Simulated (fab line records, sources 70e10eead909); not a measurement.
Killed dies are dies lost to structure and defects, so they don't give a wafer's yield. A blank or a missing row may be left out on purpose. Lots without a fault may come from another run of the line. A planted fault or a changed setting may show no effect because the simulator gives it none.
A struck lot beside a sound one | flow nand_harc | 14 steps out of a route of 1302
Sound: wafers L794.1, L794.3, L794.5. Struck: wafers L799.2, L799.4, L799.5. The cause comes at the end.
At each step with rows: each side's tool, then ch and its chambers, then its first start. Under that, the readings that differ: sound wafers | struck wafers | difference of the means | sigmas: that difference in standard deviations of wafers without a fault.
alike: readings whose means differ by less than 2 such deviations, and words and numbers that are the same on both sides. not compared: withheld readings, readings that some wafer has no value for, bounds like >300 that may hide the same value, and numbers for which the record gives no deviation and whose values overlap.
The two part at a step that has a row with sigmas, a row that says differs or no value, or rows on one side only. Numbers that don't overlap but have no deviation are shown without sigmas and don't part them. A reading that every wafer of one side lacks parts them only if that side has two wafers or more.

NHARC_A_M0_CMP_23: polishes, t overpolish 20 s, target thk 113.75 nm.
  sound on cmp-03 ch 1,3, day 26 00:59; struck on cmp-03 ch 0,1, day 27 07:58
  alike: motor_current_A, time_to_endpoint_s
NHARC_A_M0_THK_MEAS_24: measures by xrf.
  sound on film_metro-02, day 26 01:18; struck on film_metro-01, day 27 08:17
  alike: thk_nm
then, 1 step without rows for these wafers: NHARC_A_M0_SRD_25.
NHARC_A_M0_INSPECT_27:
  sound on defect_inspect-02, day 26 01:28; struck on defect_inspect-02, day 27 08:26
  alike: raw_defect_count
NHARC_A_M0_PRE_CLEAN_31: time 12 s.
  sound on pecvd-04 ch 0,1,2, day 26 01:32; struck on pecvd-02 ch 0,1, day 27 09:13
  alike: heater_power_w
NHARC_A_M0_DEP_32: deposits SiCN, target thk 30 nm.
  sound on pecvd-04 ch 0,1,2, day 26 01:37; struck on pecvd-02 ch 0,1, day 27 09:22
  alike: chamber_pressure_Torr, heater_power_w, showerhead_vpp_V
then, 5 steps without rows for these wafers: NHARC_A_M1_DEP_00 (deposits SiOC, target thk 182.5 nm); NHARC_A_M1_DEHYDRATE_01 (time 120 s); NHARC_A_M1_HMDS_02 (time 30 s); NHARC_A_M1_COAT_34 (time 65 s); NHARC_A_M1_COAT_03 (resist thk 90 nm).
NHARC_A_M1_SOFTBAKE_04: time 55 s.
  sound on litho_track-06 ch 0, day 26 02:00; struck on litho_track-06 ch 0, day 27 10:00
  reading                  | sound                | struck               | difference | sigmas
  heater_power_total_W (W) | 188.27 188.67 188.74 | 193.60 193.89 193.66 | +5.16      | +43
then, 1 step without rows for these wafers: NHARC_A_M1_EBR_05.
NHARC_END_SORT_01:
  sound on prober-02 ch 0, day 27 16:47; struck on prober-01 ch 0, day 28 22:49
  alike: defect_limited_yield, killed_at_array, killed_at_other, killed_at_periphery, killed_dies, killed_open, killed_short, sort_bin_2_pct, sort_bin_3_pct, sort_bin_4_pct, sort_n_pass, sort_rim_yield_pct, sort_yield_pct

WHERE THEY PART
Only at NHARC_A_M1_SOFTBAKE_04, within this record. Later steps at which nothing parts them and some readings are alike: NHARC_END_SORT_01.

WHY: what the simulator had put in
Process parameter drift: litho_track-06, from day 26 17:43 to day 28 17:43, at NHARC_A_M1_SOFTBAKE_04. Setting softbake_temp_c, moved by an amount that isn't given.
